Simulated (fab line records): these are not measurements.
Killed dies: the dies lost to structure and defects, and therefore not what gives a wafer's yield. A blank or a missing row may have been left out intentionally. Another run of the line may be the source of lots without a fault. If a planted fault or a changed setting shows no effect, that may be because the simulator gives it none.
Struck lot and sound lot, side by side || flow nand_harc || 15 out of 1159 route steps
Sound: these wafers, L624.2, L624.5, L624.6. The struck wafers were L620.5, L620.6. The cause comes at the end.
Each step with rows lists, per side, the tool, then ch with its chambers, then its first start. Under that, the readings that differ: sound wafers || struck wafers || difference of the means || sigmas: that difference in standard deviations of wafers without a fault.
alike: readings with means less than 2 such deviations apart, plus words and numbers identical on both sides. not compared: withheld readings, readings lacking a value on some wafer, bounds such as >300 that could conceal the same value, and numbers that have no deviation in the record and whose values overlap.
A row with sigmas, a row that says differs or no value, or rows on one side alone: a step with any of these is where the two part. When numbers do not overlap yet have no deviation, they are printed without sigmas and do not part them. A reading missing from all wafers of one side parts the sides only when that side holds two or more wafers.

first, 1 step without rows for these wafers: NHARC_A_ONON_D1_DEP_12 (target thk 1000 nm).
NHARC_A_ONON_D1_THK_MEAS_14: measures by ellipsometry.
  sound on film_metro-01 at day 12 05:38; struck on film_metro-02 at day 11 12:49
  alike: thk_nm
then, 2 steps without rows for these wafers: NHARC_A_ONON_D1_ANNEAL_15 (time 3600 s); NHARC_A_ONON_D1_DEP_16 (target thk 1000 nm).
NHARC_A_ONON_D1_THK_MEAS_18: measures by ellipsometry.
  sound on film_metro-02 at day 12 14:47; struck on film_metro-01 at day 11 20:48
{"reading": "thk_nm (nm)", "sound": "1005 1004 1006", "struck": "1030 1030", "difference": "+25", "sigmas": "+2"}
after that, 1 step with no rows for these wafers: NHARC_A_ONON_D1_DEP_19 (target thk 1000 nm).
NHARC_A_ONON_D1_THK_MEAS_21: measures by ellipsometry.
  sound on film_metro-01 at day 12 15:21; struck on film_metro-02 at day 11 21:22
  alike: thk_nm
after that, 1 step with no rows for these wafers: NHARC_A_ONON_D1_DEP_22 (target thk 1000 nm).
NHARC_A_ONON_D1_THK_MEAS_24: measures by ellipsometry.
  sound on film_metro-01 at day 12 15:55; struck on film_metro-01 at day 11 21:56
  alike: thk_nm
after that, 1 step with no rows for these wafers: NHARC_A_ONON_D1_DEP_25 (target thk 1000 nm).
NHARC_A_ONON_D1_THK_MEAS_27: measures by ellipsometry.
  sound on film_metro-02 at day 12 16:28; struck on film_metro-01 at day 11 22:29
  alike: thk_nm
NHARC_A_ONON_D1_DEP_28: target thk 1000 nm.
  sound on pecvd_onon-03 ch 0, day 12 16:35; struck on pecvd_onon-02 ch 0, day 11 22:47
NHARC_A_ONON_D1_THK_MEAS_30: measures by ellipsometry.
  sound on film_metro-02 at day 12 17:02; struck on film_metro-02 at day 11 23:04
{"reading": "thk_nm (nm)", "sound": "1013 1014 1013", "struck": "681 681", "difference": -332, "sigmas": -30}
NHARC_A_ONON_D1_DEP_33: deposits SiO2, target thk 200 nm.
  sound on pecvd-01 ch 0,2, day 12 17:11; struck on pecvd-04 ch 0,2, day 11 23:18
  alike: heater_power_w, showerhead_vpp_V, throttle_valve_pct
-- the record jumps here: 11 days lie between the struck wafers' starts before and after (it left off in module A_ONON_D1 and takes up again in module END, whose first step shown is number 1159 of the route) --
NHARC_END_SORT_01:
  the record has rows for the struck wafers here (prober-02 ch 0, day 23 09:31) and none for the sound ones

== WHERE THEY PART ==
First at NHARC_A_ONON_D1_THK_MEAS_18; last, within this record, at NHARC_END_SORT_01.

WHY: the cause the simulator had injected
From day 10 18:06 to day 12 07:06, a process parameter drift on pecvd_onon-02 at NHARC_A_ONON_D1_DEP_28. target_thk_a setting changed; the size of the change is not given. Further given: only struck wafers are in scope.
